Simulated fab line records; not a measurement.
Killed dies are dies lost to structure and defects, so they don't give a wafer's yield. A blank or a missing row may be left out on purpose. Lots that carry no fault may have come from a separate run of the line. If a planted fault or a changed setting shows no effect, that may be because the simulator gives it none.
What tool caused it?	flow n5 finfet	60 wafers from 20 lots sampled at 2 of the route's 1938 steps

== WHAT THE GAUGES READ, wafer by wafer ==
N5_BEOL_M0_SAQP_INSPECT_42: inspects for defects (brightfield). Usual: raw defect count 304, standard deviation 86.
lot	measured	on	raw defect count	flag
L074	day 7 08:04	defect inspect-01	266 334 275	
L075	day 7 09:17	defect inspect-02	505 270 336	
L076	day 7 09:37	defect inspect-01	205 181 298	
L078	day 7 09:47	defect inspect-01	449 262 360	
L077	day 7 10:11	defect inspect-01	364 226 295	
L080	day 7 10:21	defect inspect-02	224 356 338	
L079	day 7 10:34	defect inspect-01	223 162 165	
L082	day 7 13:31	defect inspect-02	284 485 386	
L081	day 7 16:08	defect inspect-02	237 257 183	
L083	day 8 02:17	defect inspect-01	347 300 316	
L084	day 8 04:03	defect inspect-01	372 330 251	
L085	day 8 15:48	defect inspect-01	348 454 381	
L087	day 9 00:04	defect inspect-01	400 353 368	
L088	day 9 04:22	defect inspect-01	471 326 339	
L090	day 9 18:50	defect inspect-01	326 239 196	
L091	day 10 00:40	defect inspect-02	287 212 263	
L093	day 10 12:31	defect inspect-01	433 507 294	
L094	day 10 19:22	defect inspect-01	311 215 243	
L095	day 11 00:37	defect inspect-02	345 342 278	
L097	day 11 11:05	defect inspect-01	277 299 239	

== EACH LOT AND THE TOOL THAT RAN IT (in order: tool; ch and the chambers of the sampled wafers; start) ==
lot	N5_BEOL_M0_SAQP_ETCH_106
L074	rie diel-05 ch 0,2,3, day 7 05:01
L075	rie diel-04 ch 1,2, day 7 05:14
L076	rie diel-02 ch 0,1, day 7 05:17
L078	rie diel-04 ch 0,1,2, day 7 05:35
L077	rie diel-02 ch 0,2,3, day 7 06:14
L080	rie diel-02 ch 1,2,3, day 7 06:58
L079	rie diel-02 ch 0,1,2, day 7 07:19
L082	rie diel-04 ch 2,3, day 7 11:44
L081	rie diel-05 ch 0,1, day 7 14:30
L083	rie diel-02 ch 2,3, day 7 23:40
L084	rie diel-05 ch 0,3, day 8 02:35
L085	rie diel-04 ch 2,3, day 8 13:10
L087	rie diel-04 ch 0,2,3, day 8 22:29
L088	rie diel-04 ch 0,1,3, day 9 02:46
L090	rie diel-02 ch 0,1,3, day 9 17:23
L091	rie diel-04 ch 0,1,3, day 9 22:52
L093	rie diel-04 ch 0,1,2, day 10 11:00
L094	rie diel-05 ch 1,2,3, day 10 17:02
L095	rie diel-05 ch 0,2,3, day 10 23:10
L097	rie diel-02 ch 0,2,3, day 11 09:31
- N5_BEOL_M0_SAQP_ETCH_106: etches SOC in N2/H2, stops on SiNx, target depth 150 nm.

== AS READ BY THE TOOLS THEMSELVES (means over the sampled wafers that have a number; for cases with no such wafer, the mark the record gives instead) ==
N5_BEOL_M0_SAQP_ETCH_106. Usual: drypump motor current A 5.64 A, standard deviation 0.28; oes product au 0.74 a.u., standard deviation 0.094; rf vpp V 240.5 V, standard deviation 1.3; showerhead plenum p Torr 2.54 Torr, standard deviation 0.087; throttle valve pct 17.88 %, standard deviation 0.19.
lot	tool	drypump motor current A (A)	oes product au (a.u.)	rf vpp V (V)	showerhead plenum p Torr (Torr)	throttle valve pct (%)	flag
L074	rie diel-05	5.84	0.71	240.2	2.49	17.82	
L075	rie diel-04	5.90	0.71	241.5	2.61	17.85	
L076	rie diel-02	5.66	0.68	240.5	2.57	17.86	
L078	rie diel-04	5.79	0.71	241.3	2.57	17.92	
L077	rie diel-02	5.50	0.69	240.0	2.52	18.03	
L080	rie diel-02	5.68	0.67	239.7	2.59	18.02	
L079	rie diel-02	5.59	0.69	241.2	2.57	17.92	
L082	rie diel-04	5.59	0.70	239.3	2.45	18.05	
L081	rie diel-05	5.17	0.81	241.3	2.57	17.59	
L083	rie diel-02	5.64	0.67	241.3	2.58	18.09	
L084	rie diel-05	5.67	0.80	241.2	2.59	17.72	
L085	rie diel-04	5.67	0.68	240.1	2.48	18.00	
L087	rie diel-04	5.66	0.69	239.9	2.48	18.03	
L088	rie diel-04	5.70	0.70	240.1	2.53	18.03	
L090	rie diel-02	5.55	0.77	239.5	2.51	17.85	
L091	rie diel-04	5.70	0.70	240.1	2.53	18.04	
L093	rie diel-04	5.79	0.77	240.4	2.56	17.84	
L094	rie diel-05	5.77	0.83	242.1	2.61	17.69	
L095	rie diel-05	5.84	0.78	241.2	2.58	17.71	
L097	rie diel-02	5.50	0.85	240.0	2.51	17.78	

== THE ANSWER, worked out from the rows above alone ==
Rule: a lot is off if the mean of its wafers that have a number lies more than 3 standard deviations from the usual mean. A lot without any number at a reading at which 4 lots or more have one is off too. Any other lot the step has rows for is counted as sound. Order of review: gauges by route order, followed by the tools' own readings, for which a lot's mean as printed above is used. The first step at which some lot is off is used, and at that step the reading that is off furthest; a lot without a number counts as furthest.
Nothing can be told from this: no lot is off at any reading shown.

== WHAT THE SIMULATOR HAD INSERTED ==
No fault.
